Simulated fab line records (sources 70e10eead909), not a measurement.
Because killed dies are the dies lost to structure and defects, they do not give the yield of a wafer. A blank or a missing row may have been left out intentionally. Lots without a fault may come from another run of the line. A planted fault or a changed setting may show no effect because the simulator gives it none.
Chamber matching + flow nandHarc + NHARC_A_STAIRCASE_DEP_259 on pecvd-01: 3 sister chambers
The step deposits SiON, target thk 30 nm. 6 wafers are shown with their chamber, then 7 later ones without.

## WAFERS, EACH WITH ITS CHAMBER
| wafer  | chamber | heaterPowerW (W) | susceptorTempC (C) |
|--------|---------|------------------|--------------------|
| L083.2 | 0       | 699              | 400.19             |
| L084.2 | 1       | 765              | 400.17             |
| L084.3 | 2       | 893              | 399.49             |
| L084.4 | 1       | 770              | 400.05             |
| L092.1 | 2       | 778              | 399.53             |
| L092.5 | 0       | 772              | 399.94             |

## WAFERS WITHOUT THEIR CHAMBER
| wafer  | heaterPowerW (W) | susceptorTempC (C) |
|--------|------------------|--------------------|
| L092.6 | 809              | 399.42             |
| L095.2 | 749              | 400.34             |
| L095.3 | 783              | 399.80             |
| L095.6 | 786              | 399.71             |
| L096.1 | 768              | 399.65             |
| L096.3 | 803              | 400.27             |
| L096.6 | 788              | 400.56             |

## EACH ONE'S CHAMBER
| wafer  | from the rows above          | in truth |
|--------|------------------------------|----------|
| L092.6 | 2                            | 2        |
| L095.2 | can't be placed: 1 or 0      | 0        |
| L095.3 | can't be placed: 0 or 2 or 1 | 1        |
| L095.6 | can't be placed: 2 or 0 or 1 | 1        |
| L096.1 | can't be placed: 2 or 0      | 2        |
| L096.3 | can't be placed: 1 or 0      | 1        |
| L096.6 | can't be placed: 1 or 0      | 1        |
Correct placement for 1 of the 7. Unplaceable from these rows: 6, with the true chamber sitting among the candidates in 6. Number placed wrongly: 0.
How it was worked out, from the rows above alone: a wafer's distance from a chamber is the root of the sum, over the readings, of the square of ((its reading less the chamber's mean) divided by the reading's scatter). If the next closest chamber is less than 2 further off than the closest, the wafer can't be placed; otherwise it belongs to the closest. The mean given for a chamber averages the wafers shown for that chamber. The scatter is the square root of a quotient: the sum, over the shown wafers, of each reading's squared deviation from its chamber's mean, divided by wafers minus chambers.
